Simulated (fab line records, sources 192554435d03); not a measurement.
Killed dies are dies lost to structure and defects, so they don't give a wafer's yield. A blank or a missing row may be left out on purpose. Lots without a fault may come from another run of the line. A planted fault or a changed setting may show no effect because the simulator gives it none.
Tool commonality check | flow n5_finfet | 8 lots, 24 wafers sampled

WHY IT WAS OPENED
At N5_HKMG_FIN_INSPECT_28 the reading raw_defect_count is flagged on 2 of 8 lots. Wafers without a fault read 37, standard deviation 13.
Rule: a lot is flagged when every wafer of it that has a number lies more than 4 standard deviations from that mean, or none has a number. The other lots count as sound.

lot  | measured    | on                | raw_defect_count, wafer by wafer | flag
L252 | day 4 18:57 | defect_inspect-01 | 31 29 48                         |
L256 | day 5 13:38 | defect_inspect-01 | 46 35 57                         |
L257 | day 5 19:23 | defect_inspect-01 | 43 34 38                         |
L258 | day 6 00:28 | defect_inspect-02 | 15 25 20                         |
L270 | day 9 02:46 | defect_inspect-02 | 258 272 291                      | FLAGGED
L271 | day 9 12:32 | defect_inspect-02 | 278 271 243                      | FLAGGED
L273 | day 9 21:16 | defect_inspect-02 | 51 42 55                         |
L274 | day 9 23:20 | defect_inspect-01 | 22 49 17                         |
The numbers of the flagged lots are 269 on average: +232 against the usual, or +18 standard deviations.

WHICH TOOL RAN EACH LOT
The record holds 3 process steps before the reading, out of a route of 1938 steps. In each cell: the tool, then ch and the chambers that the sampled wafers went through, then the start.
lot  | flag    | N5_HKMG_FIN_ETCH_67               | N5_HKMG_FIN_CMP_23           | N5_HKMG_FIN_CMP_94
L252 |         | rie_diel-02 ch 1,2,3, day 4 16:58 | cmp-03 ch 0,2,3, day 4 18:14 | cmp-03 ch 0,2,3, day 4 18:43
L256 |         | rie_diel-01 ch 1,2, day 5 11:39   | cmp-03 ch 0,3, day 5 13:00   | cmp-03 ch 0,3, day 5 13:26
L257 |         | rie_diel-03 ch 0,1,3, day 5 17:25 | cmp-04 ch 0,3, day 5 18:41   | cmp-04 ch 0,3, day 5 19:10
L258 |         | rie_diel-01 ch 1,2,3, day 5 22:29 | cmp-01 ch 0,1,2, day 5 23:50 | cmp-01 ch 0,1,2, day 6 00:16
L270 | FLAGGED | rie_diel-01 ch 0,1,2, day 9 00:47 | cmp-03 ch 0,1,3, day 9 02:04 | cmp-03 ch 0,1,3, day 9 02:32
L271 | FLAGGED | rie_diel-01 ch 0,1,2, day 9 10:32 | cmp-03 ch 0,1, day 9 11:49   | cmp-03 ch 0,1, day 9 12:18
L273 |         | rie_diel-01 ch 1,2,3, day 9 19:17 | cmp-01 ch 0,2,3, day 9 20:48 | cmp-01 ch 0,2,3, day 9 21:08
L274 |         | rie_diel-02 ch 0,2,3, day 9 21:19 | cmp-04 ch 0,1,3, day 9 22:47 | cmp-04 ch 0,1,3, day 9 23:10
What these steps do:
- N5_HKMG_FIN_ETCH_67: etches SOC in N2/H2, stops on TiN, target depth 388.9 nm.
- N5_HKMG_FIN_CMP_23: polishes, stops on SiNx, t overpolish 10 s, target thk 46.326 nm.
- N5_HKMG_FIN_CMP_94: polishes, stops on SiNx, t overpolish 4.7 s, target thk 43.299 nm.
- N5_HKMG_FIN_INSPECT_28: inspects for defects (darkfield).

FLAGGED OVER TOTAL, TOOL BY TOOL (the gauges that took the reading come last)
step                   | tool              | lots run | flagged | share of the flagged lots | sound lots run after its first flagged lot
N5_HKMG_FIN_ETCH_67    | rie_diel-01       | 5        | 2       | all                       | 1 (L273)
N5_HKMG_FIN_ETCH_67    | rie_diel-02       | 2        | 0       | none                      | -
N5_HKMG_FIN_ETCH_67    | rie_diel-03       | 1        | 0       | none                      | -
N5_HKMG_FIN_CMP_23     | cmp-01            | 2        | 0       | none                      | -
N5_HKMG_FIN_CMP_23     | cmp-03            | 4        | 2       | all                       | 0
N5_HKMG_FIN_CMP_23     | cmp-04            | 2        | 0       | none                      | -
N5_HKMG_FIN_CMP_94     | cmp-01            | 2        | 0       | none                      | -
N5_HKMG_FIN_CMP_94     | cmp-03            | 4        | 2       | all                       | 0
N5_HKMG_FIN_CMP_94     | cmp-04            | 2        | 0       | none                      | -
N5_HKMG_FIN_INSPECT_28 | defect_inspect-01 | 4        | 0       | none                      | -
N5_HKMG_FIN_INSPECT_28 | defect_inspect-02 | 4        | 2       | all                       | 1 (L273)

WHAT THE TABLE ALLOWS
4 rows of the table ran every flagged lot: rie_diel-01 at N5_HKMG_FIN_ETCH_67, cmp-03 at N5_HKMG_FIN_CMP_23, cmp-03 at N5_HKMG_FIN_CMP_94, defect_inspect-02 at N5_HKMG_FIN_INSPECT_28.
- rie_diel-01 at N5_HKMG_FIN_ETCH_67: 2 of its 5 lots flagged. Sound lots ran on it after the first flagged one (L273), which a lasting fault on the whole tool wouldn't allow.
- cmp-03 at N5_HKMG_FIN_CMP_23: 2 of its 4 lots flagged. Its last sound lot is L256 (day 5 13:00), its first flagged lot L270 (day 9 02:04): a fault that began between those two fits.
- cmp-03 at N5_HKMG_FIN_CMP_94: 2 of its 4 lots flagged. Its last sound lot is L256 (day 5 13:26), its first flagged lot L270 (day 9 02:32): a fault that began between those two fits.
- defect_inspect-02 at N5_HKMG_FIN_INSPECT_28: 2 of its 4 lots flagged. Sound lots ran on it after the first flagged one (L273), which a lasting fault on the whole tool wouldn't allow.
One tool is left: cmp-03 at N5_HKMG_FIN_CMP_23 and N5_HKMG_FIN_CMP_94.

WHAT THE SIMULATOR HAD PUT IN
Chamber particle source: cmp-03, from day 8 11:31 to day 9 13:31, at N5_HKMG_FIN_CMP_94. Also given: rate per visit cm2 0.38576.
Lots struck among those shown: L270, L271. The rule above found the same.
